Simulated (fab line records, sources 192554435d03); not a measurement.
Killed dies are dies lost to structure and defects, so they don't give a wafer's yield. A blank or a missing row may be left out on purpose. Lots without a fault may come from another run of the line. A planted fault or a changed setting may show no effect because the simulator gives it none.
fab line records | flow n5_finfet
record lots=12 wafers=36 last_day=18
route steps=1938 shown BEOL_M9@1454 PASSIVATION@1936
lots that met no fault: from a run of the same line without faults
start_h: hours from the record's first day to the start of the lot's first wafer shown | wait_h: hours since the lot's step before | " the same as in the row above | L1.1+2: a row that stands for several wafers | - no value, or no start given | * or withheld: withheld | < > ~ a bound
route shown NAME@n: a module of which the file shows steps, and the number in the route of the first | usual: mean/standard deviation of fault-free wafers | same: alike in all rows | chamber/n: place in a boat | sites: the reading at each site | _std_site: their standard deviation | _edge_site: outer sites' mean less inner sites' | radius_mm: how far each site lies from the wafer's centre | mask NAME#n: copy n | behind: the tool/chamber that last shaped the wafer | hold: why the lot was held/for how many hours/how that ended | device: the transistor (n, p or np) that didn't switch | end of line: the same wafers' tests at the end of the route | a step without rows: its recipe alone | killed: dies lost to structure and defects at the first sort, not the wafer's yield | map: a wafer's dies, x killed, . not, _ none there
set.NAME: the setting as run; set.NAME@STEP: as run at that earlier step | model.NAME: the simulator's own value behind a step, which no gauge read
steps of the route over a sample of lots; a table a step, a row a wafer
services: from which hour (start_h, from the record's first day; less than 0 if before it) a tool's chamber was out of use, for how many hours, and why
## steps
# step N5_BEOL_M9_CD_MEAS_35
# recipe target_cd_nm=70 target_cd_y_nm=40 polarity=opening
# usual cd_nm=70.1/0.51
# columns lot.wafer tool chamber start_h wait_h cd_nm
L768.2 cd_sem-01 - 209.55 0.0 70.2
L768.3 " - " " 70.6
L768.6 " - " " 70.6
L769.1 cd_sem-01 - 209.70 0.0 70.5
L769.2 " - " " 70.6
L769.3 " - " " 70.7
L771.2 cd_sem-01 - 214.60 0.0 69.6
L771.3 " - " " 69.8
L771.4 " - " " 70.0
L773.2 cd_sem-03 - 232.25 0.0 70.6
L773.4 " - " " 70.2
L773.5 " - " " 70.7
L774.1 cd_sem-01 - 233.76 0.0 70.0
L774.3 " - " " 69.4
L774.5 " - " " 69.7
L779.3 cd_sem-03 - 273.15 0.0 70.4
L779.4 " - " " 70.6
L779.6 " - " " 70.5
L781.2 cd_sem-02 - 281.18 0.0 69.9
L781.4 " - " " 69.8
L781.5 " - " " 69.2
L783.1 cd_sem-03 - 296.85 0.0 70.0
L783.5 " - " " 69.3
L783.6 " - " " 68.5
L784.3 cd_sem-03 - 297.08 0.0 68.9
L784.5 " - " " 69.1
L784.6 " - " " 69.5
L786.4 cd_sem-02 - 326.90 0.0 69.8
L786.5 " - " " 70.6
L786.6 " - " " 70.5
L788.1 cd_sem-01 - 331.03 0.0 70.2
L788.4 " - " " 70.0
L788.5 " - " " 69.7
L791.1 cd_sem-01 - 360.11 0.0 69.5
L791.3 " - " " 70.1
L791.5 " - " " 70.0
# step N5_BEOL_M9_SPUTTER_48
# recipe material=Cu target_thk_a=120 temp_c=-20 bias_v=60 power_w=26000 chamber_pressure_pa=0.13 time_s=2
# usual cathode_dc_power_W=26000/4.8 throttle_valve_pct=30.8/0.79
# columns lot.wafer tool chamber start_h wait_h cathode_dc_power_W throttle_valve_pct
L768.2 pvd_sputter-03 - 212.43 0.1 25994 31.1
L768.3 " - " " 26001 30.4
L768.6 " - " " 26001 31.0
L769.1 pvd_sputter-03 - 213.13 0.1 26003 31.1
L769.2 " - " " 25999 29.4
L769.3 " - " " 26004 30.5
L771.2 pvd_sputter-03 - 215.99 0.1 26004 31.1
L771.3 " - " " 25999 29.2
L771.4 " - " " 25997 30.3
L773.2 pvd_sputter-02 - 234.05 0.2 26010 31.2
L773.4 " - " " 26006 30.1
L773.5 " - " " 26002 31.3
L774.1 pvd_sputter-02 - 234.97 0.1 26009 32.3
L774.3 " - " " 25992 30.2
L774.5 " - " " 26001 30.0
L779.3 pvd_sputter-03 - 275.11 0.2 26005 31.2
L779.4 " - " " 25993 30.3
L779.6 " - " " 25993 30.7
L781.2 pvd_sputter-02 - 282.30 0.1 20583 30.1
L781.4 " - " " 20575 30.9
L781.5 " - " " 20579 31.5
L783.1 pvd_sputter-02 - 298.28 0.2 20576 30.2
L783.5 " - " " 20573 30.0
L783.6 " - " " 20578 32.1
L784.3 pvd_sputter-02 - 298.44 0.1 20576 31.1
L784.5 " - " " 20573 30.9
L784.6 " - " " 20575 30.3
L786.4 pvd_sputter-03 - 328.12 0.0 25998 29.4
L786.5 " - " " 26003 30.3
L786.6 " - " " 26006 29.3
L788.1 pvd_sputter-01 - 332.24 0.2 26002 30.7
L788.4 " - " " 25996 30.4
L788.5 " - " " 26006 30.7
L791.1 pvd_sputter-01 - 361.35 0.1 25997 31.4
L791.3 " - " " 26000 31.9
L791.5 " - " " 25999 31.3
# step N5_BEOL_M9_DEP_56
# recipe material=SiCN target_thk_a=150 temp_c=withheld precursor=3MS/NH3 pressure_torr=3 rf_w=202 time_s=26.5
# usual showerhead_plenum_p_Torr=3.671/0.011 throttle_valve_pct=9.1/0.41
# columns lot.wafer tool chamber start_h wait_h showerhead_plenum_p_Torr throttle_valve_pct
L768.2 pecvd-02 0 213.58 0.0 3.678 9.2
L768.3 " 1 " " 3.674 8.7
L768.6 " 1 " " 3.688 8.5
L769.1 pecvd-03 1 214.01 0.0 3.672 8.9
L769.2 " 2 " " 3.682 9.2
L769.3 " 0 " " 3.676 9.9
L771.2 pecvd-02 2 217.15 0.0 3.653 9.0
L771.3 " 0 " " 3.677 9.3
L771.4 " 1 " " 3.674 8.6
L773.2 pecvd-02 2 235.07 0.0 3.656 9.1
L773.4 " 0 " " 3.680 9.3
L773.5 " 2 " " 3.664 9.0
L774.1 pecvd-02 1 236.15 0.0 3.676 8.4
L774.3 " 2 " " 3.664 8.8
L774.5 " 0 " " 3.692 9.3
L779.3 pecvd-02 0 276.24 0.0 3.679 9.3
L779.4 " 0 " " 3.667 9.3
L779.6 " 2 " " 3.662 8.9
L781.2 pecvd-03 1 283.34 0.0 3.674 8.7
L781.4 " 2 " " 3.674 9.1
L781.5 " 1 " " 3.681 9.2
L783.1 pecvd-03 0 299.49 0.0 3.676 10.2
L783.5 " 1 " " 3.674 9.3
L783.6 " 0 " " 3.680 10.1
L784.3 pecvd-02 1 299.76 0.0 3.676 8.9
L784.5 " 2 " " 3.665 8.8
L784.6 " 0 " " 3.688 9.1
L786.4 pecvd-01 2 329.03 0.0 3.657 8.7
L786.5 " 0 " " 3.660 9.0
L786.6 " 1 " " 3.659 9.4
L788.1 pecvd-02 0 333.53 0.0 3.677 9.3
L788.4 " 0 " " 3.686 9.3
L788.5 " 1 " " 3.678 8.7
L791.1 pecvd-01 0 363.08 0.0 3.644 9.0
L791.3 " 2 " " 3.656 9.0
L791.5 " 1 " " 3.677 9.4
# step N5_BEOL_M9_RS_MEAS_57
# recipe thk_meas_gauge=four-point-probe reads=Cu_of_BEOL_M9_ECD_50+Co_of_BEOL_M9_CVD_78+TaN_of_BEOL_M9_ALD_74
# usual M9_RS=0.152/0.0032
# columns lot.wafer tool chamber start_h wait_h M9_RS[ohm/sq]
L768.2 film_metro-02 - 213.65 0.1 0.149
L768.3 " - " " 0.154
L768.6 " - " " 0.152
L769.1 film_metro-01 - 214.08 0.1 0.153
L769.2 " - " " 0.156
L769.3 " - " " 0.154
L771.2 film_metro-02 - 217.22 0.1 0.152
L771.3 " - " " 0.159
L771.4 " - " " 0.151
L773.2 film_metro-02 - 235.15 0.1 0.150
L773.4 " - " " 0.157
L773.5 " - " " 0.155
L774.1 film_metro-02 - 236.23 0.1 0.146
L774.3 " - " " 0.151
L774.5 " - " " 0.149
L779.3 film_metro-02 - 276.32 0.1 0.153
L779.4 " - " " 0.150
L779.6 " - " " 0.148
L781.2 film_metro-02 - 283.42 0.1 0.151
L781.4 " - " " 0.154
L781.5 " - " " 0.153
L783.1 film_metro-01 - 299.56 0.1 0.154
L783.5 " - " " 0.147
L783.6 " - " " 0.155
L784.3 film_metro-02 - 299.83 0.1 0.148
L784.5 " - " " 0.147
L784.6 " - " " 0.155
L786.4 film_metro-01 - 329.08 0.0 0.145
L786.5 " - " " 0.147
L786.6 " - " " 0.148
L788.1 film_metro-01 - 333.60 0.1 0.152
L788.4 " - " " 0.150
L788.5 " - " " 0.153
L791.1 film_metro-02 - 363.15 0.1 0.152
L791.3 " - " " 0.153
L791.5 " - " " 0.151
# step N5_PASSIVATION_PROBE_49
# usual defect_limited_yield=91.4/1.5 killed_at_M0_to_M3=31/11 killed_at_M4_up=13/5.5 killed_at_contacts=13/6.3 killed_at_front_end=40/13 killed_at_other=3.3/2.6 killed_dies=101/18 killed_open=67/13 killed_short=33/7.9 sort_bin_5_function=5.1/1 sort_bin_6_memory=3.2/0.68 sort_n_pass=1079/18 sort_yield_pct=91.4/1.5
# same gross_dies=1180 killed_at_back_side=0 sort_bin_4_leakage[%]=0 sort_bin_8_speed[%]=0
# columns lot.wafer tool chamber start_h wait_h defect_limited_yield[%] killed_at_M0_to_M3 killed_at_M4_up killed_at_contacts killed_at_front_end killed_at_other killed_dies killed_open killed_short sort_bin_5_function[%] sort_bin_6_memory[%] sort_n_pass sort_yield_pct[%]
L771.2 prober-02 - 270.64 0.1 87.0 40 22 18 69 4 153 109 44 8.2 4.5 1027 87.0
L771.3 prober-02 - 270.69 0.1 91.0 25 12 14 54 1 106 73 32 5.8 3.0 1074 91.0
L771.4 prober-02 - 270.74 0.2 90.8 14 16 28 49 2 109 74 34 5.3 3.4 1071 90.8
L779.3 prober-01 - 331.30 0.1 92.4 30 15 13 26 6 90 67 23 4.7 2.9 1090 92.4
L779.4 prober-01 - 331.35 0.2 90.7 31 15 28 31 5 110 77 33 5.5 3.6 1070 90.7
L779.6 prober-01 - 331.45 0.3 91.5 41 7 21 23 8 100 76 23 5.2 3.1 1080 91.5
L781.2 prober-01 - 337.87 0.1 91.6 37 21 10 28 3 99 64 30 5.3 3.1 1081 91.6
L781.4 prober-01 - 337.97 0.2 88.2 47 23 25 42 2 139 86 48 7.5 4.2 1041 88.2
L781.5 prober-01 - 338.02 0.2 90.3 30 24 22 37 1 114 71 36 4.9 4.2 1066 90.3
L783.1 prober-01 - 354.22 0.0 89.2 55 17 12 40 3 127 76 46 6.5 3.6 1053 89.2
L783.5 prober-01 - 354.42 0.2 91.1 23 13 16 46 7 105 70 35 5.2 3.2 1075 91.1
L783.6 prober-01 - 354.47 0.3 90.3 36 28 10 34 7 115 73 34 6.2 3.2 1065 90.3
L784.3 prober-02 - 359.16 0.1 87.6 51 21 19 51 4 146 95 48 7.4 4.6 1034 87.6
L784.5 prober-02 - 359.26 0.2 87.5 59 30 10 40 8 147 100 47 7.6 4.3 1033 87.5
L784.6 prober-02 - 359.31 0.3 87.3 46 12 15 73 4 150 105 42 7.6 4.7 1030 87.3
L786.4 prober-01 - 379.89 0.2 92.1 28 3 7 50 5 93 56 36 5.5 2.4 1087 92.1
L786.5 prober-01 - 379.94 0.2 92.0 20 11 9 45 9 94 59 31 4.2 3.3 1086 92.0
L786.6 prober-01 - 379.99 0.3 90.3 37 9 12 55 2 115 78 34 5.7 3.9 1065 90.3
L791.1 prober-02 - 422.33 0.1 89.8 37 7 13 58 5 120 70 50 6.7 3.4 1060 89.8
L791.3 prober-02 - 422.43 0.2 91.8 36 15 8 34 4 97 59 38 5.0 2.8 1083 91.8
L791.5 prober-02 - 422.53 0.3 90.9 36 11 22 32 6 107 75 32 4.8 3.9 1073 90.9
# killed by level:class
L771.2 FIN_SAQP:geometric_particle:open=32 BEOL_M2:geometric_particle:open=17 MOL_CONTACT_COAG:geometric_particle:open=16 FIN_SAQP:geometric_particle:short=10 BEOL_M2:geometric_particle:short=10 BEOL_M4:geometric_particle:open=10 DUMMY_GATE:geometric_particle:open=8 BEOL_M5:geometric_particle:open=6
L771.3 FIN_SAQP:geometric_particle:open=16 MOL_CONTACT_COAG:geometric_particle:open=13 FIN_SAQP:geometric_particle:short=9 SPACER0:geometric_particle:open=6 BEOL_M2:geometric_particle:open=5 STI_FIN_REVEAL:geometric_particle:open=5 BEOL_M0_SAQP:geometric_particle:short=5 BEOL_M4:geometric_particle:open=4
L771.4 FIN_SAQP:geometric_particle:open=21 MOL_CONTACT_COAG:geometric_particle:open=21 FIN_SAQP:geometric_particle:short=13 MOL_CONTACT_COAG:geometric_particle:short=7 BEOL_M2:geometric_particle:open=6 BEOL_M5:geometric_particle:open=6 DUMMY_GATE:geometric_particle:open=4 BEOL_M4:geometric_particle:open=4
L779.3 BEOL_M0_SAQP:geometric_particle:open=13 MOL_CONTACT_COAG:geometric_particle:open=12 BEOL_M4:geometric_particle:open=10 DUMMY_GATE:geometric_particle:open=7 BEOL_M2:geometric_particle:open=7 BEOL_M0_SAQP:geometric_particle:short=6 STI_FIN_REVEAL:geometric_particle:open=4 FIN_SAQP:geometric_particle:open=3
L779.4 MOL_CONTACT_COAG:geometric_particle:open=22 STI_FIN_REVEAL:geometric_particle:open=10 DUMMY_GATE:geometric_particle:open=7 BEOL_M1:geometric_particle:open=7 MOL_CONTACT_COAG:geometric_particle:short=6 BEOL_M0_SAQP:geometric_particle:short=6 BEOL_M2:geometric_particle:open=5 BEOL_M0_SAQP:geometric_particle:open=5
L779.6 MOL_CONTACT_COAG:geometric_particle:open=17 BEOL_M2:geometric_particle:open=11 BEOL_M1:geometric_particle:open=11 BEOL_M0_SAQP:geometric_particle:open=7 ILD0:geometric_particle:open=5 BEOL_M3:geometric_particle:open=5 MOL_CONTACT_COAG:geometric_particle:short=4 BEOL_M4:geometric_particle:open=4
L781.2 FIN_SAQP:geometric_particle:open=9 BEOL_M2:geometric_particle:open=9 MOL_CONTACT_COAG:geometric_particle:open=8 FIN_SAQP:geometric_particle:short=7 BEOL_M3:geometric_particle:open=7 BEOL_M4:geometric_particle:open=7 BEOL_M0_SAQP:geometric_particle:open=6 BEOL_M0_SAQP:geometric_particle:short=6
L781.4 MOL_CONTACT_COAG:geometric_particle:open=14 FIN_SAQP:geometric_particle:open=11 MOL_CONTACT_COAG:geometric_particle:short=11 FIN_SAQP:geometric_particle:short=10 BEOL_M2:geometric_particle:open=10 BEOL_M3:geometric_particle:open=9 BEOL_M0_SAQP:geometric_particle:short=8 BEOL_M1:geometric_particle:open=7
L781.5 MOL_CONTACT_COAG:geometric_particle:open=15 BEOL_M0_SAQP:geometric_particle:open=10 FIN_SAQP:geometric_particle:open=9 BEOL_M4:geometric_particle:open=9 FIN_SAQP:geometric_particle:short=8 MOL_CONTACT_COAG:geometric_particle:short=7 BEOL_M0_SAQP:geometric_particle:short=6 BEOL_M1:geometric_particle:open=6
L783.1 BEOL_M0_SAQP:geometric_particle:short=18 BEOL_M0_SAQP:geometric_particle:open=16 DUMMY_GATE:geometric_particle:open=9 FIN_SAQP:geometric_particle:short=8 MOL_CONTACT_COAG:geometric_particle:open=8 BEOL_M2:geometric_particle:open=8 BEOL_M3:geometric_particle:open=6 FIN_SAQP:geometric_particle:open=5
L783.5 STI_FIN_REVEAL:geometric_particle:open=14 MOL_CONTACT_COAG:geometric_particle:open=12 FIN_SAQP:geometric_particle:short=11 BEOL_M3:geometric_particle:open=8 DUMMY_GATE:geometric_particle:open=5 BEOL_M4:geometric_particle:open=5 MOL_CONTACT_COAG:geometric_particle:short=4 BEOL_M0_SAQP:geometric_particle:short=4
L783.6 FIN_SAQP:geometric_particle:short=12 MOL_CONTACT_COAG:geometric_particle:open=9 BEOL_M2:geometric_particle:open=9 BEOL_M0_SAQP:geometric_particle:open=6 BEOL_M0:geometric_particle:open=6 BEOL_M9:interface_void_opened=5 BEOL_M3:geometric_particle:short=5 BEOL_M4:geometric_particle:open=5
L784.3 BEOL_M0_SAQP:geometric_particle:open=22 MOL_CONTACT_COAG:geometric_particle:open=15 BEOL_M3:geometric_particle:open=13 FIN_SAQP:geometric_particle:open=9 GATE_CUT:geometric_particle:short=9 BEOL_M0_SAQP:geometric_particle:short=9 DUMMY_GATE:geometric_particle:open=8 FIN_SAQP:geometric_particle:short=7
L784.5 BEOL_M3:geometric_particle:open=17 BEOL_M0_SAQP:geometric_particle:open=12 FIN_SAQP:geometric_particle:open=11 BEOL_M4:geometric_particle:open=10 FIN_SAQP:geometric_particle:short=8 MOL_CONTACT_COAG:geometric_particle:open=8 GATE_CUT:geometric_particle:short=7 BEOL_M4:geometric_particle:short=7
L784.6 FIN_SAQP:geometric_particle:open=22 STI_FIN_REVEAL:geometric_particle:open=18 FIN_SAQP:geometric_particle:short=13 MOL_CONTACT_COAG:geometric_particle:open=11 BEOL_M0_SAQP:geometric_particle:short=11 BEOL_M0_SAQP:geometric_particle:open=11 BEOL_M3:geometric_particle:open=11 DUMMY_GATE:geometric_particle:open=6
L786.4 FIN_SAQP:geometric_particle:open=16 BEOL_M0_SAQP:geometric_particle:short=12 BEOL_M0_SAQP:geometric_particle:open=9 STI_FIN_REVEAL:geometric_particle:open=7 FIN_SAQP:geometric_particle:short=4 DUMMY_GATE:geometric_particle:open=4 MOL_CONTACT_COAG:geometric_particle:open=4 STARTING-WAFER:geometric_particle:short=4
L786.5 FIN_SAQP:geometric_particle:open=9 FIN_SAQP:geometric_particle:short=9 BEOL_M3:geometric_particle:open=7 STI_FIN_REVEAL:geometric_particle:open=6 MOL_CONTACT_COAG:geometric_particle:open=5 SPACER0:geometric_particle:open=4 ILD0:geometric_particle:open=4 MOL_CONTACT_COAG:geometric_particle:short=4
L786.6 FIN_SAQP:geometric_particle:open=16 STI_FIN_REVEAL:geometric_particle:open=11 MOL_CONTACT_COAG:geometric_particle:open=9 DUMMY_GATE:geometric_particle:open=8 BEOL_M0_SAQP:geometric_particle:short=7 BEOL_M0_SAQP:geometric_particle:open=5 BEOL_M1:geometric_particle:open=5 BEOL_M2:geometric_particle:open=5
L791.1 STI_FIN_REVEAL:geometric_particle:open=10 MOL_CONTACT_COAG:geometric_particle:open=10 FIN_SAQP:geometric_particle:open=9 FIN_SAQP:geometric_particle:short=9 STI_FIN_REVEAL:geometric_particle:short=8 BEOL_M0_SAQP:geometric_particle:short=8 BEOL_M3:geometric_particle:open=7 BEOL_M1:geometric_particle:short=5
L791.3 BEOL_M0_SAQP:geometric_particle:short=10 BEOL_M0_SAQP:geometric_particle:open=9 BEOL_M1:geometric_particle:open=9 MOL_CONTACT_COAG:geometric_particle:open=7 STI_FIN_REVEAL:geometric_particle:open=6 FIN_SAQP:geometric_particle:short=5 GATE_CUT:geometric_particle:short=5 BEOL_M4:geometric_particle:open=5
L791.5 MOL_CONTACT_COAG:geometric_particle:open=20 BEOL_M3:geometric_particle:open=9 BEOL_M1:geometric_particle:open=8 STI_FIN_REVEAL:geometric_particle:open=8 FIN_SAQP:geometric_particle:short=6 FIN_SAQP:geometric_particle:open=6 BEOL_M0_SAQP:geometric_particle:open=6 BEOL_M0_SAQP:geometric_particle:short=5
## services
# columns tool chamber start_h hours kind
pecvd-01 2 220.00 - clean
pecvd-01 0 249.50 5.5 scheduled_down
pecvd-03 - 254.41 2.8 pm
pecvd-02 2 286.00 2.1 scheduled_down
pecvd-01 - 296.54 5.5 pm
pecvd-03 1 304.93 5.0 scheduled_down
pecvd-01 1 337.81 2.1 scheduled_down
pecvd-01 0 346.79 4.9 repair
pvd_sputter-02 - 347.06 1.0 repair
## key
first_sign step=N5_BEOL_M9_SPUTTER_48 reading=cathode_dc_power_W direction=down sigmas=99+ usual=* struck=*
effect none on later readings
met_at N5_BEOL_M9_SPUTTER_48
struck_lots L781,L783,L784
not_acting_at N5_BEOL_M9_CD_MEAS_35,N5_BEOL_M9_DEP_56,N5_BEOL_M9_RS_MEAS_57
onset_between 234.97 282.30
fault kind=process_parameter_drift tool=pvd_sputter-02 chamber=- onset_h=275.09 steps=N5_BEOL_M9_SPUTTER_48 channel=power_w offset=* shape=step end_h=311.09 acts_in=* stated=*
